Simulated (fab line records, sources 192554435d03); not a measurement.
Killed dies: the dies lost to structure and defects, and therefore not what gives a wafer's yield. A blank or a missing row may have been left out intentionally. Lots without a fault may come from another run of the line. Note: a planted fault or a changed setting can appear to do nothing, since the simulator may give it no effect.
Split-lot study | flow n5Finfet | 21 wafers read from 7 lots, route of 1938 steps

ON THE SPLIT
At N5_BEOL_M12_PEB_08 (peb time 90 s), the setting pebTimeS was moved away from the recipe's 90 s on 8 of the 21 wafers read, by -16.4% to +20.2%. All remaining wafers had this setting at the recipe value.

FROM THE SPLIT TO THE READING: what the file shows between them, 8 steps
- N5_BEOL_M12_DEVELOP_09: develop time 45 s
- N5_BEOL_M12_HARDBAKE_14: time 120 s
- N5_BEOL_M12_CD_MEAS_10: target cd 140 nm
- N5_BEOL_M12_ETCH_59: etches BARC in N2/H2, target depth 89 nm, overetch 26.7 nm, time 67.9 s (also split here: h2FlowSccm)
- N5_BEOL_M12_VIA_ETCH_16: etches SiOC in C4F8/O2/Ar, target depth 724.8 nm
- N5_BEOL_M12_STRIP_63: strips in N2/H2
- N5_BEOL_M12_STRIP_71: strips in post etch residue remover, time 60 s
- N5_BEOL_M12_SRD_72: time 30 s, dry time 30 s

THE READING
cdNm at N5_BEOL_M12_CD_MEAS_17, given in nm (cd target 140 nm). On this fab line, fault-free wafers typically give 140.3 nm with a standard deviation of 1.6 nm.

wafer  | tool, chamber at the split | pebTimeS as run, s | against the recipe | cdNm, nm | against lot-mates on the recipe
L074.2 | lithoTrack-03, 0           | 90                 | recipe             | 138.8    | -
L074.3 | lithoTrack-03, 0           | 90                 | recipe             | 141.5    | -
L074.4 | lithoTrack-03, 0           | 77.63              | -13.7%             | 133.9    | -6.2
L076.1 | lithoTrack-02, 0           | 96.25              | +6.9%              | 143.0    | +2.8
L076.2 | lithoTrack-02, 0           | 90                 | recipe             | 140.8    | -
L076.4 | lithoTrack-02, 0           | 90                 | recipe             | 139.6    | -
L081.1 | lithoTrack-02, 0           | 90                 | recipe             | 142.7    | -
L081.2 | lithoTrack-02, 0           | 90                 | recipe             | 142.3    | -
L081.4 | lithoTrack-02, 0           | 90                 | recipe             | 143.2    | -
L083.3 | lithoTrack-01, 0           | 75.22              | -16.4%             | 133.6    | -5.6
L083.4 | lithoTrack-01, 0           | 90                 | recipe             | 139.2    | -
L083.6 | lithoTrack-01, 0           | 75.22              | -16.4%             | 135.7    | -3.5
L086.2 | lithoTrack-01, 0           | 103.4              | +14.9%             | 144.1    | +3.6
L086.4 | lithoTrack-01, 0           | 90                 | recipe             | 140.5    | -
L086.5 | lithoTrack-01, 0           | 103.4              | +14.9%             | 142.4    | +1.9
L088.1 | lithoTrack-01, 0           | 108.2              | +20.2%             | 144.8    | +6.4
L088.3 | lithoTrack-01, 0           | 90                 | recipe             | 139.0    | -
L088.4 | lithoTrack-01, 0           | 90                 | recipe             | 137.8    | -
L090.2 | lithoTrack-01, 0           | 90                 | recipe             | 141.1    | -
L090.3 | lithoTrack-01, 0           | 80.7               | -10.3%             | 135.6    | -4.4
L090.5 | lithoTrack-01, 0           | 90                 | recipe             | 138.9    | -

FIT RESULTS
A straight line over all 21 wafers: cdNm changes by +0.299 nm for each +1% of pebTimeS; r = +0.87; the points scatter about the line by 1.6 nm.
The same after taking each lot's own level away (the mean of its wafers on the recipe; 21 wafers): +0.295 nm for each +1%; r = +0.93; scatter 1.1 nm.
According to that fit, moving pebTimeS by its largest amount changes the reading by 6 nm.
From 138.40 to 142.73 nm: that is the span of the lots' own levels, equal to 2.7 times the standard deviation above.
The two slopes agree, so the slope changes little with the lot-to-lot level.
Check: for one of the wafers moved furthest among these (+20.2%), held out of the fit, the line's prediction against its lot-mates is +5.45 nm. It came out at +6.4 nm against them.

OTHER SPLITS APPLIED TO THESE WAFERS
Before the reading, these wafers also passed through other splits. Each is held against what the fit with the lots' levels taken away leaves over:
other split on the same wafers | wafers away from the commonest value | r with cdNm (lot level and that fit taken away)
N5_BEOL_M11_COAT_05 spinRpm    | 8                                    | -0.17
N5_BEOL_M12_ETCH_59 h2FlowSccm | 8                                    | +0.06

THE WHOLE CHAIN: every reading that the file lists as answering this split, in the file's order
step                   | what it does     | reading | change (the file's fit)               | r (the file's)
N5_BEOL_M12_CD_MEAS_10 | target cd 140 nm | cdNm    | +0.315 nm for each +1% of the setting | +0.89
N5_BEOL_M12_CD_MEAS_17 | target cd 140 nm | cdNm    | +0.318 nm for each +1% of the setting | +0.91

FILE'S OWN FIT
cdNm changes by +0.318 nm for each +1% of pebTimeS, r = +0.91.
